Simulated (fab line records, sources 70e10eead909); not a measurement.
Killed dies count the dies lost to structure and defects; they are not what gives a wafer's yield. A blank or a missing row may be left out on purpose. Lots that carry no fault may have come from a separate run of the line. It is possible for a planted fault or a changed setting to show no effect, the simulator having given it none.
Matching of chambers | flow nand-harc | NHARC_A_M1_PRE_CLEAN_32 on pecvd-04: 3 sister chambers
The step time 12 s. 6 wafers are shown with their chamber, then 10 later ones without.

WAFERS PAIRED WITH THEIR CHAMBERS
wafer  | chamber | heater-power-w (W) | susceptor-temp-C (C)
L083.1 | 0       | 580                | 369.66
L085.2 | 1       | 794                | 370.07
L084.1 | 1       | 705                | 369.63
L084.2 | 0       | 617                | 369.80
L087.3 | 2       | 608                | 369.93
L087.4 | 2       | 611                | 369.67

WAFERS WITH NO CHAMBER GIVEN
wafer  | heater-power-w (W) | susceptor-temp-C (C)
L087.5 | 783                | 370.08
L090.2 | 614                | 369.81
L090.3 | 781                | 370.00
L090.4 | 614                | 369.79
L092.1 | 662                | 370.29
L092.3 | 688                | 370.00
L092.5 | 607                | 369.98
L095.2 | 594                | 370.20
L095.4 | 576                | 370.08
L095.5 | 725                | 370.03

WHICH CHAMBER EACH WENT THROUGH
wafer  | from the rows above          | in truth
L087.5 | 1                            | 1
L090.2 | can't be placed: 2 or 0      | 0
L090.3 | 1                            | 1
L090.4 | can't be placed: 2 or 0      | 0
L092.1 | can't be placed: 2 or 1 or 0 | 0
L092.3 | can't be placed: 1 or 2 or 0 | 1
L092.5 | can't be placed: 2 or 0      | 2
L095.2 | can't be placed: 2 or 0      | 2
L095.4 | can't be placed: 2 or 0      | 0
L095.5 | 1                            | 1
Correct placement for 3 of the 10. From these rows, 7 cannot be placed; in 7 the true chamber is one of the candidates. 0 placed wrongly.
How it was worked out, from the rows above alone: a wafer's distance from a chamber is the root of the sum, over the readings, of the square of ((its reading less the chamber's mean) divided by the reading's scatter). The wafer belongs to the nearest chamber; if the next one is less than 2 further off, it can't be placed. For every chamber, the mean is computed from those of its wafers that are shown. How the scatter is found: for the shown wafers, subtract from each reading the mean of its chamber, square and add these, divide the total by (wafers less chambers), then take the root.
